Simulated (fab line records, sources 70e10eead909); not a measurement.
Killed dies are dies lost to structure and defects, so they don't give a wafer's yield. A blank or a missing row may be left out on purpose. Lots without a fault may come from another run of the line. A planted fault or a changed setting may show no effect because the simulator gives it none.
fab line records | flow nand_harc
record lots=12 wafers=36 last_day=34
route steps=1302 shown A_WL_FILL@960 A_BONDPAD@1218 HYBRID_BOND@1237 THIN_TSV@1295 END@1302
lots that met no fault: from a run of the same line without faults
start_h: hours from the record's first day to the start of the lot's first wafer shown | wait_h: hours since the lot's step before | " the same as in the row above | L1.1+2: a row that stands for several wafers | - no value, or no start given | * or withheld: withheld | < > ~ a bound
route shown NAME@n: a module of which the file shows steps, and the number in the route of the first | usual: mean/standard deviation of fault-free wafers | same: alike in all rows | chamber/n: place in a boat | sites: the reading at each site | _std_site: their standard deviation | _edge_site: outer sites' mean less inner sites' | radius_mm: how far each site lies from the wafer's centre | mask NAME#n: copy n | behind: the tool/chamber that last shaped the wafer | hold: why the lot was held/for how many hours/how that ended | device: the transistor (n, p or np) that didn't switch | end of line: the same wafers' tests at the end of the route | a step without rows: its recipe alone | killed: dies lost to structure and defects at the first sort, not the wafer's yield | map: a wafer's dies, x killed, . not, _ none there
set.NAME: the setting as run; set.NAME@STEP: as run at that earlier step | model.NAME: the simulator's own value behind a step, which no gauge read
steps of the route over a sample of lots; a table a step, a row a wafer
services: from which hour (start_h, from the record's first day; less than 0 if before it) a tool's chamber was out of use, for how many hours, and why
## steps
# step NHARC_A_WL_FILL_STRIP_28
# recipe time_s=1200 temp_c=72.5 chemistry=post_etch_residue_remover
# columns lot.wafer tool chamber start_h wait_h
L421.6+1+5 wet_bench-04 5,6,1 460.52 0.1
L422.2+6+1 wet_bench-04 2,3,4 478.09 0.2
L423.4+5+2 wet_bench-04 2,3,6 487.13 0.1
L425.3+6+4 wet_bench-07 6,7,0 504.29 0.1
L427.4+5+3 wet_bench-04 3,4,6 519.57 0.1
L428.6+2+1 wet_bench-07 4,7,0 549.16 0.0
L429.1+2+6 wet_bench-07 0,3,5 553.00 0.2
L431.3+2+5 wet_bench-07 6,7,1 574.15 0.1
L432.6+5+2 wet_bench-07 2,4,5 579.51 0.0
L436.2+4+6 wet_bench-07 5,6,0 605.79 0.1
L443.2+4+6 wet_bench-05 5,0,1 694.63 0.2
L444.1+3+5 wet_bench-05 6,7,3 700.80 0.2
# step NHARC_A_BONDPAD_DESCUM_11
# recipe time_s=3 o2_flow_sccm=200 ar_flow_sccm=0 bias_power_w=0 chemistry=O2
# usual drypump_motor_current_A=5.5/0.35 o2_flow_sccm=200.0/0.6 oes_product_au=1.002/0.012 rf_vpp_V=57.5/0.93 showerhead_plenum_p_Torr=1.90/0.11 throttle_valve_pct=11.311/0.0086
# same bias_power_w=0
# columns lot.wafer tool chamber start_h wait_h drypump_motor_current_A o2_flow_sccm oes_product_au rf_hours_counter_h rf_vpp_V showerhead_plenum_p_Torr throttle_valve_pct
L421.1 rie_diel-06 3 525.48 - 5.5 199.8 1.027 1 60.1 2.03 11.314
L421.5 " 2 " " 5.6 200.2 0.992 - 56.9 1.78 11.304
L421.6 " 3 " " 5.5 198.9 1.017 - 57.3 2.03 11.306
L422.2 rie_diel-06 3 541.14 - 5.5 199.5 1.014 2 58.9 2.03 11.316
L422.1 " 0 " " 5.6 199.8 0.994 1 57.0 1.79 11.310
L422.6 " 3 " " 5.5 199.0 1.006 - 57.6 2.03 11.304
L423.4 rie_diel-01 3 549.68 - 4.9 200.5 0.996 55 56.6 1.81 11.312
L423.2 " 2 " " 5.4 200.2 0.991 59 56.5 1.77 11.302
L423.5 " 0 " " 5.1 200.3 0.998 - 58.7 2.02 11.317
L425.3 rie_diel-12 3 565.81 - 6.3 200.8 1.006 17 58.2 2.00 11.308
L425.4 " 0 " " 5.3 200.5 0.989 17 58.9 1.99 11.323
L425.6 " 3 " " 6.3 200.0 0.998 - 57.3 2.00 11.322
L427.3 rie_diel-12 3 580.66 - 6.3 200.1 1.002 19 58.4 2.00 11.305
L427.4 " 0 " " 5.3 199.0 0.988 19 57.9 1.99 11.319
L427.5 " 3 " " 6.3 199.8 1.003 - 57.6 2.00 11.312
L428.2 rie_diel-01 1 615.16 - 6.0 200.2 1.007 17 58.7 1.86 11.302
L428.1 " 0 " " 5.1 199.7 1.023 17 57.4 2.01 11.311
L428.6 " 1 " " 6.0 198.8 1.007 - 58.6 1.86 11.325
L429.1 rie_diel-01 3 620.30 - 4.9 200.1 0.998 15 58.0 1.80 11.312
L429.2 " 0 " " 5.1 200.0 1.013 18 57.2 2.01 11.312
L429.6 " 2 " " 5.4 200.4 0.967 - 57.6 2.07 11.311
L431.3 rie_diel-06 3 639.14 - 5.5 199.5 1.015 3 58.8 2.03 11.322
L431.2 " 0 " " 5.6 199.6 1.003 4 57.1 1.78 11.313
L431.5 " 3 " " 5.5 200.1 1.027 - 57.4 2.03 11.306
L432.2 rie_diel-06 1 644.05 - 5.1 199.6 0.984 4 57.9 1.91 11.314
L432.6 " 0 " " 5.6 200.1 1.002 - 57.6 1.78 11.311
L432.5 " 1 " " 5.1 199.7 0.979 - 56.9 1.91 11.299
L436.2 rie_diel-12 1 673.05 - 5.9 200.0 1.005 7 58.9 2.01 11.310
L436.4 " 2 " " 5.1 200.2 1.015 6 58.1 1.78 11.314
L436.6 " 1 " " 5.9 199.4 1.009 - 57.9 2.01 11.296
L443.2 rie_diel-06 1 756.94 - 5.1 201.1 1.014 2 55.8 1.90 11.313
L443.4 " 0 " " 5.6 199.8 1.015 2 56.6 1.78 11.296
L443.6 " 2 " " 5.6 199.7 0.991 - 57.2 1.78 11.297
L444.3 rie_diel-01 2 768.02 - 5.4 200.2 0.988 7 57.9 2.05 11.312
L444.1 " 0 " " 5.1 200.2 0.994 5 57.8 2.00 11.327
L444.5 " 0 " " 5.1 199.2 0.990 - 58.1 2.00 11.308
# step NHARC_HYBRID_BOND_ACTIVATE_00
# recipe time_s=60 n2_flow_sccm=200 ar_flow_sccm=0 bias_power_w=0 chemistry=N2
# usual drypump_motor_current_A=5.70/0.27 oes_product_au=1.000/0.013 rf_vpp_V=64.1/0.91 showerhead_plenum_p_Torr=1.77/0.075
# same bias_power_w=0
# columns lot.wafer tool chamber start_h wait_h drypump_motor_current_A oes_product_au rf_hours_counter_h rf_vpp_V showerhead_plenum_p_Torr
L421.1 rie_diel-05 1 528.22 0.1 5.54 1.027 10 63.9 1.68
L421.5 " 0 " " 5.50 0.988 - 65.2 1.83
L421.6 " 1 " " 5.54 1.021 - 63.9 1.68
L422.1 rie_diel-05 3 543.76 0.1 5.57 1.004 11 63.5 1.80
L422.2 " 0 " " 5.49 0.988 11 63.3 1.83
L422.6 " 3 " " 5.59 1.009 - 64.2 1.80
L423.2 rie_diel-07 0 552.32 0.1 5.90 0.989 28 65.7 1.88
L423.4 " 1 " " 5.48 1.008 24 62.7 1.63
L423.5 " 3 " " 5.81 1.011 - 63.7 1.86
L425.4 rie_diel-05 2 568.86 0.1 6.16 1.014 14 64.5 1.68
L425.3 " 3 " " 5.61 1.003 13 62.8 1.80
L425.6 " 3 " " 5.56 0.999 - 64.8 1.80
L427.3 rie_diel-05 2 583.30 0.1 6.16 0.999 15 62.5 1.68
L427.5 " 2 " " 6.15 0.998 - 64.0 1.68
L427.4 " 3 " " 5.58 1.006 - 63.9 1.80
L428.2 rie_diel-05 0 617.83 0.1 5.50 0.986 2 64.6 1.83
L428.1 " 1 " " 5.54 1.010 2 62.1 1.68
L428.6 " 3 " " 5.53 0.983 - 65.8 1.79
L429.2 rie_diel-05 0 622.94 0.1 5.52 0.985 3 64.3 1.83
L429.1 " 2 " " 6.15 1.011 2 63.2 1.68
L429.6 " 3 " " 5.61 0.993 - 65.7 1.80
L431.2 rie_diel-05 0 641.77 0.1 5.48 0.983 5 63.9 1.83
L431.3 " 2 " " 6.16 1.007 4 62.5 1.68
L431.5 " 0 " " 5.50 0.990 - 64.1 1.83
L432.2 rie_diel-05 0 646.72 0.1 5.47 0.988 6 63.6 1.83
L432.6 " 2 " " 6.14 1.000 - 61.9 1.68
L432.5 " 3 " " 5.58 1.001 - 64.5 1.79
L436.2 rie_diel-05 0 675.90 0.1 5.51 0.984 9 65.0 1.83
L436.4 " 1 " " 5.56 1.021 8 64.2 1.67
L436.6 " 1 " " 5.54 1.013 - 62.8 1.67
L443.2 rie_diel-05 0 759.60 0.1 5.50 0.981 16 65.0 1.83
L443.6 " 2 " " 6.15 1.015 - 63.0 1.68
L443.4 " 0 " " 5.53 0.986 - 63.8 1.83
L444.3 rie_diel-05 0 770.73 0.1 5.52 0.988 0 65.3 1.83
L444.1 " 1 " " 5.55 0.996 0 64.7 1.67
L444.5 " 3 " " 5.61 0.986 - 63.8 1.79
# step NHARC_THIN_TSV_ETCH_36
# recipe target_depth_a=650 over_etch_frac=0.3 time_s=18.571 ion_energy_ev=150 chemistry=Cl2/BCl3
# usual drypump_motor_current_A=5.9/0.35 he_backside_leak_sccm=3.49/0.16 oes_product_au=1.004/0.015
# same over_etch_frac=0.3
# columns lot.wafer tool chamber start_h wait_h drypump_motor_current_A he_backside_leak_sccm oes_product_au rf_hours_counter_h
L421.1 rie_metal-01 0 548.17 0.2 6.4 3.42 1.029 2.8
L421.6 " 1 " " 5.7 3.77 1.043 -
L421.5 " 0 " " 6.4 3.62 1.042 -
L422.2 rie_metal-01 1 568.67 0.2 5.6 3.95 1.025 3.1
L422.1 " 0 " " 6.4 3.69 1.030 3.1
L422.6 " 0 " " 6.4 3.60 1.025 -
L423.2 rie_metal-02 0 569.94 0.2 5.9 3.39 1.000 1.8
L423.4 " 0 " " 5.9 3.41 0.989 -
L423.5 " 0 " " 5.9 3.45 0.991 -
L425.4 rie_metal-02 0 587.93 0.2 5.9 3.69 0.990 -
L425.3 " 1 " " 5.4 3.21 0.987 -
L425.6 " 1 " " 5.4 3.40 0.995 -
L427.3 rie_metal-01 0 601.99 0.1 6.4 3.53 1.012 -
L427.4 " 1 " " 5.7 3.37 1.004 -
L427.5 " 0 " " 6.4 3.52 1.018 -
L428.1 rie_metal-01 1 638.79 0.2 5.7 3.59 1.033 1.0
L428.2 " 0 " " 6.3 3.64 1.023 1.0
L428.6 " 0 " " 6.3 3.37 1.007 -
L429.1 rie_metal-03 0 640.25 0.2 6.2 3.49 0.990 2.2
L429.2 " 1 " " 5.8 3.67 0.999 2.2
L429.6 " 0 " " 6.3 3.45 0.989 -
L431.2 rie_metal-02 1 664.47 0.2 5.4 3.29 0.999 0.6
L431.3 " 0 " " 5.9 3.57 0.989 -
L431.5 " 1 " " 5.4 3.27 1.004 -
L432.2 rie_metal-01 1 665.88 0.2 5.7 3.54 1.029 1.5
L432.6 " 1 " " 5.7 3.45 1.031 -
L432.5 " 0 " " 6.4 3.48 1.009 -
L436.2 rie_metal-02 1 694.48 0.2 5.4 3.22 1.002 1.2
L436.4 " 0 " " 5.9 3.45 0.991 -
L436.6 " 0 " " 5.9 3.41 0.993 -
L443.2 rie_metal-01 0 780.56 0.2 6.4 3.54 0.991 0.2
L443.4 " 1 " " 5.6 3.45 0.994 -
L443.6 " 1 " " 5.7 3.54 0.991 -
L444.1 rie_metal-01 0 792.05 0.2 6.4 3.41 0.997 0.4
L444.3 " 0 " " 6.4 3.39 1.000 -
L444.5 " 0 " " 6.4 3.50 1.008 -
# step NHARC_END_SORT_01
# recipe temp_c=25
# usual killed_at_array=57/21 killed_at_other=0.9/1.2 killed_at_periphery=4.2/2.9 killed_dies=62/21 killed_open=3.2/1.8 killed_short=2.4/1.5
# same gross_dies=677
# columns lot.wafer tool chamber start_h wait_h killed_at_array killed_at_other killed_at_periphery killed_dies killed_open killed_short
L436.2 prober-01 0 706.24 2.8 70 0 9 79 1 0
L436.4 prober-01 0 707.84 3.4 116 1 10 127 5 2
L436.6 prober-01 0 709.44 4.0 69 0 4 73 2 4
# killed by level:class
L436.2 A_CHANNEL_HOLE_D1:chamber_film_flake=33 A_SLIT:chamber_film_flake=28 P_CONTACT:chamber_film_flake=7 A_CONTACT:chamber_film_flake=5 A_DECK1_JOINT:geometric_particle:open=1 P_STI:chamber_film_flake=1 P_GATE:chamber_film_flake=1 A_CHANNEL_FILL_D1:chamber_film_flake=1
L436.4 A_WL_FILL:unspecified=42 A_SLIT:chamber_film_flake=36 A_CHANNEL_HOLE_D1:chamber_film_flake=25 P_CONTACT:chamber_film_flake=7 A_CONTACT:chamber_film_flake=5 A_CHANNEL_FILL_D1:chamber_film_flake=2 P_M0:geometric_particle:open=1 P_M0:geometric_particle:short=1
L436.6 A_CHANNEL_HOLE_D1:chamber_film_flake=29 A_SLIT:chamber_film_flake=28 A_CONTACT:chamber_film_flake=6 A_SGD_CUT:geometric_particle:short=2 P_M2:geometric_particle:short=1 A_ONON_D1:geometric_particle:short=1 A_WL_FILL:geometric_particle:open=1 A_M1:geometric_particle:open=1
## services
# columns tool chamber start_h hours kind
rie_diel-06 3 450.13 1.8 repair
rie_metal-02 - 454.00 9.0 pm
rie_diel-06 - 484.21 9.0 pm
rie_metal-01 1 494.71 4.0 repair
wet_bench-07 - 512.00 8.0 pm
rie_diel-06 1 516.69 10.2 repair
wet_bench-07 - 559.16 1.1 repair
rie_metal-01 - 575.00 9.0 pm
rie_diel-05 0 582.41 9.3 repair
rie_diel-05 - 583.67 9.0 pm
rie_diel-06 3 623.28 8.4 repair
rie_metal-01 1 652.14 8.2 repair
rie_diel-06 - 661.21 9.0 pm
rie_diel-05 - 664.53 0.2 repair
rie_diel-06 0 670.79 7.1 repair
rie_diel-06 1 684.24 3.2 repair
wet_bench-07 - 688.00 8.0 pm
rie_diel-05 2 702.77 3.5 repair
rie_metal-01 1 730.64 6.0 repair
rie_diel-05 1 744.96 1.9 repair
rie_metal-01 - 752.00 9.0 pm
rie_diel-05 1 755.57 4.0 repair
rie_diel-05 - 760.67 9.0 pm
rie_diel-05 0 790.25 4.3 repair
## key
first_sign step=NHARC_END_SORT_01 reading=killed_dies direction=up sigmas=3.1 usual=62 struck=127
effect step=NHARC_END_SORT_01 reading=killed_at_array direction=up sigmas=2.9 usual=57 struck=116
more_kills_born_at NHARC_A_WL_FILL_STRIP_28@wet_bench-07=42
met_at NHARC_A_WL_FILL_STRIP_28
struck_lots L436
struck_wafers L436.4
tester_left_out L436
not_acting_at NHARC_A_BONDPAD_DESCUM_11,NHARC_HYBRID_BOND_ACTIVATE_00,NHARC_THIN_TSV_ETCH_36
onset_between 574.15 605.79
fault kind=chamber_particle_source tool=wet_bench-07 chamber=6 onset_h=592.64 steps=NHARC_A_WL_FILL_STRIP_28 rate_per_visit_cm2=2.1113 end_h=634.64
# tester_left_out: of these lots the tester's yield and bins aren't shown, on N5 and GAA mostly nor the transistor test; their killed dies are dies lost to structure and defects alone, not to doping, threshold or leakage, so they don't give the yield
